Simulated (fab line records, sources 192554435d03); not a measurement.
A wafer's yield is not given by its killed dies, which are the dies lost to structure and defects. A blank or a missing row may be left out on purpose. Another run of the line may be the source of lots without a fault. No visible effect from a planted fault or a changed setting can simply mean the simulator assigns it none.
Which tool is to blame? ; flow n5-finfet ; Sampling: 10 lots, 30 wafers, 5 of 1938 route steps

WHAT THE GAUGES READ, wafer by wafer
N5_FIN_SAQP_THK_MEAS_07. Usual: thk-nm reads 60.2 nm (standard deviation 0.98).
lot;measured;on;thk-nm (nm);flag
L228;day 1 20:46;film-metro-01;61.5 59.8 61.4;
L229;day 2 02:37;film-metro-02;59.7 60.0 60.5;
L233;day 3 03:42;film-metro-01;59.9 59.9 60.1;
L234;day 3 09:35;film-metro-02;60.1 60.9 61.3;
L235;day 3 15:10;film-metro-02;58.9 60.6 61.3;
L236;day 3 21:19;film-metro-02;59.2 60.8 60.3;
L237;day 4 03:08;film-metro-01;58.4 59.1 60.6;
L239;day 4 15:04;film-metro-02;61.0 60.5 61.2;
L250;day 7 09:17;film-metro-01;58.8 60.1 59.6;
L251;day 7 15:04;film-metro-01;60.5 60.4 59.2;

N5_BEOL_M4_RC_MEAS_101. Usual: DIBL_N 36.7 mV/V, standard deviation 1.8; DIBL_P 37.0 mV/V, standard deviation 2.4; IOFF_N 0.17 nA/um, standard deviation 0.036; IOFF_P 0.22 nA/um, standard deviation 0.042; ION_N 673 uA/um, standard deviation 12; ION_P 462 uA/um, standard deviation 8.5; SS_N 71.7 mV/dec, standard deviation 0.62; SS_P 73.4 mV/dec, standard deviation 0.65; VT_N 250 mV, standard deviation 3.7; VT_P -250 mV, standard deviation 3.7.
lot;measured;on;DIBL_N (mV/V);DIBL_P (mV/V);IOFF_N (nA/um);IOFF_P (nA/um);ION_N (uA/um);ION_P (uA/um);SS_N (mV/dec);SS_P (mV/dec);VT_N (mV);VT_P (mV);flag
L228;day 8 22:50;prober-01;38.0 36.5 37.5;39.7 37.5 39.1;0.19 0.16 0.18;0.24 0.20 0.23;682 676 678;462 460 458;72.3 71.0 71.5;73.6 73.5 74.0;247 250 248;-250 -252 -251;
L229;day 8 20:34;prober-02;38.5 38.2 37.8;39.0 39.0 37.4;0.19 0.21 0.19;0.25 0.24 0.22;671 675 667;461 460 457;71.5 71.9 72.0;73.3 74.6 73.4;250 245 250;-250 -250 -249;
L233;day 9 12:34;prober-01;37.7 34.6 35.9;38.4 34.7 35.1;0.17 0.13 0.14;0.21 0.16 0.17;670 671 655;455 456 447;72.2 71.1 71.1;73.5 72.0 73.6;251 252 252;-253 -255 -254;
L234;day 10 17:13;prober-01;35.5 36.9 39.9;35.9 37.3 40.9;0.15 0.17 0.24;0.21 0.22 0.27;669 669 687;461 460 463;71.5 72.1 73.2;72.5 73.8 74.7;248 250 244;-252 -252 -250;
L235;day 10 08:27;prober-02;36.2 33.3 37.4;37.7 33.2 38.6;0.16 0.12 0.18;0.22 0.17 0.25;675 663 677;471 460 468;71.6 71.1 72.3;73.5 72.6 73.3;249 254 248;-246 -251 -248;
L236;day 10 17:46;prober-02;41.1 38.2 37.5;41.2 38.3 37.9;0.24 0.18 0.17;0.27 0.20 0.21;692 672 670;467 456 451;72.5 72.0 71.7;73.7 73.1 73.3;244 248 247;-251 -255 -251;
L237;day 10 21:43;prober-01;35.9 35.4 37.8;35.9 35.4 37.7;0.17 0.15 0.20;0.25 0.24 0.29;683 667 672;479 470 474;71.0 72.1 71.9;72.7 72.2 73.1;246 250 245;-243 -244 -243;
L239;day 10 21:02;prober-02;37.4 36.3 37.2;38.1 37.3 36.4;0.18 0.16 0.16;0.23 0.23 0.21;675 687 689;459 471 470;71.5 71.8 71.9;74.1 73.4 73.1;248 249 248;-251 -250 -250;
L250;day 14 18:44;prober-02;37.6 36.9 36.6;38.4 37.5 37.7;0.18 0.16 0.16;0.24 0.22 0.23;684 671 676;467 460 469;72.0 71.8 71.8;72.7 73.1 73.9;248 249 249;-250 -254 -251;
L251;day 15 19:44;prober-01;36.6 36.8 35.9;36.4 35.9 35.0;0.15 0.16 0.14;0.19 0.20 0.18;669 682 670;454 464 455;71.8 71.9 71.6;72.8 73.6 73.4;251 248 251;-252 -253 -254;

TOOL THAT RAN EACH LOT (tool first, then ch and the chambers of the sampled wafers, then the start)
lot;N5_PMOS_HMC_CHANNEL_EPI_EPI_26;N5_FIN_SAQP_COAT_10;N5_FIN_SAQP_STRIP_55
L228;epi-rpcvd-01 ch 0, day 1 19:30;litho-track-05 ch 0, day 1 20:53;rie-diel-01 ch 0,1,2, day 1 21:39
L229;epi-rpcvd-04 ch 0, day 2 01:27;litho-track-03 ch 0, day 2 02:44;rie-diel-01 ch 1,3, day 2 03:35
L233;epi-rpcvd-04 ch 0, day 3 02:28;litho-track-01 ch 0, day 3 03:49;rie-diel-04 ch 0,2, day 3 04:47
L234;epi-rpcvd-01 ch 0, day 3 08:19;litho-track-03 ch 0, day 3 09:44;rie-diel-01 ch 0,1,3, day 3 11:25
L235;epi-rpcvd-01 ch 0, day 3 13:59;litho-track-03 ch 0, day 3 15:17;rie-diel-01 ch 1,2,3, day 3 16:08
L236;epi-rpcvd-04 ch 0, day 3 20:09;litho-track-01 ch 0, day 3 21:25;rie-diel-01 ch 1,3, day 3 22:20
L237;epi-rpcvd-04 ch 0, day 4 01:56;litho-track-03 ch 0, day 4 03:15;rie-diel-04 ch 0,2, day 4 04:10
L239;epi-rpcvd-01 ch 0, day 4 13:31;litho-track-01 ch 0, day 4 15:11;rie-diel-01 ch 0,2,3, day 4 16:11
L250;epi-rpcvd-01 ch 0, day 7 08:00;litho-track-03 ch 0, day 7 09:25;rie-diel-02 ch 0,2,3, day 7 10:28
L251;epi-rpcvd-04 ch 0, day 7 13:41;litho-track-03 ch 0, day 7 15:11;rie-diel-01 ch 0,1,2, day 7 16:02
- N5_PMOS_HMC_CHANNEL_EPI_EPI_26: deposits Si from SiH4/H2, target thk 3.8 nm, time 22.7 s.
- N5_FIN_SAQP_COAT_10: resist thk 90 nm.
- N5_FIN_SAQP_STRIP_55: strips in N2/H2.

AS READ BY THE TOOLS THEMSELVES (means over the sampled wafers that have a number; for cases with no such wafer, the mark the record gives instead)
N5_PMOS_HMC_CHANNEL_EPI_EPI_26. Usual: susceptor_temp_C_max 651.1, standard deviation 0.37; throttle-valve-pct 11.2 %, standard deviation 0.3.
lot;tool;susceptor_temp_C_max;throttle-valve-pct (%);flag
L228;epi-rpcvd-01;650.8;11.3;
L229;epi-rpcvd-04;651.1;11.0;
L233;epi-rpcvd-04;651.2;11.1;
L234;epi-rpcvd-01;650.8;11.4;
L235;epi-rpcvd-01;650.4;11.5;
L236;epi-rpcvd-04;651.3;10.9;
L237;epi-rpcvd-04;651.4;11.1;
L239;epi-rpcvd-01;651.3;11.4;
L250;epi-rpcvd-01;650.7;11.6;
L251;epi-rpcvd-04;651.5;10.9;

N5_FIN_SAQP_COAT_10. Usual: spin-speed-rpm reads 1500.2 rpm (standard deviation 1).
lot;tool;spin-speed-rpm (rpm);flag
L228;litho-track-05;1499.5;
L229;litho-track-03;1501.4;
L233;litho-track-01;1500.8;
L234;litho-track-03;1499.8;
L235;litho-track-03;1500.0;
L236;litho-track-01;1498.8;
L237;litho-track-03;1500.4;
L239;litho-track-01;1500.7;
L250;litho-track-03;1171.8;OFF
L251;litho-track-03;1170.9;OFF

N5_FIN_SAQP_STRIP_55. Usual: drypump-motor-current-A 5.5 A, standard deviation 0.46; oes-product-au 0.79 a.u., standard deviation 0.093; rf-vpp-V 121.8 V, standard deviation 1.6; showerhead-plenum-p-Torr 3.37 Torr, standard deviation 0.13; throttle-valve-pct 18.99 %, standard deviation 0.25.
lot;tool;drypump-motor-current-A (A);oes-product-au (a.u.);rf-vpp-V (V);showerhead-plenum-p-Torr (Torr);throttle-valve-pct (%);flag
L228;rie-diel-01;5.5;0.73;120.2;3.29;19.14;
L229;rie-diel-01;5.2;0.82;122.3;3.42;18.94;
L233;rie-diel-04;5.7;0.77;120.1;3.23;18.96;
L234;rie-diel-01;5.0;0.82;121.6;3.41;18.91;
L235;rie-diel-01;5.5;0.88;123.0;3.50;18.96;
L236;rie-diel-01;5.2;0.80;122.1;3.41;18.96;
L237;rie-diel-04;5.7;0.83;120.5;3.26;18.60;
L239;rie-diel-01;5.4;0.88;122.3;3.50;18.96;
L250;rie-diel-02;5.6;0.70;122.4;3.33;19.15;
L251;rie-diel-01;5.5;0.78;123.2;3.40;19.08;

THE ANSWER, worked out from the rows above alone
Rule: a lot is off if the mean of its wafers that have a number lies more than 3 standard deviations from the usual mean. Also off: a lot with no number at a reading for which 4 or more lots have one. All remaining lots with rows at the step are treated as sound. The gauges are gone through in route order, then the tools' own readings, and for those a lot's mean is taken as printed above. At the first step where some lot is off, the reading lying furthest off is the one used; lots without a number count as furthest.
Off: L250, L251, at N5_FIN_SAQP_COAT_10 (spin-speed-rpm).
A tool fits if, at that step or a process step before it, it ran every lot that is off, and no sound lot after the first of them. One candidate fits, namely litho-track-03 at N5_FIN_SAQP_COAT_10. A fault onset in the window from L237 (day 4 03:15, its last sound lot) to L250 (day 7 09:25, its first lot off) fits.
The tool's own readings at N5_FIN_SAQP_COAT_10 bear it out: on the lots that are off they differ by more than 5 times the standard deviation of the sound lots' means. spin-speed-rpm reads 1171.3 rpm there against 1500.2 rpm on the sound lots.

WHAT WAS PUT IN BY THE SIMULATOR
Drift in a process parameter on litho-track-03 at N5_FIN_SAQP_COAT_10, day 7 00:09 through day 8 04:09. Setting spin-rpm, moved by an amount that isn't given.
Lots struck among those shown: L250, L251. The rule above found the same.
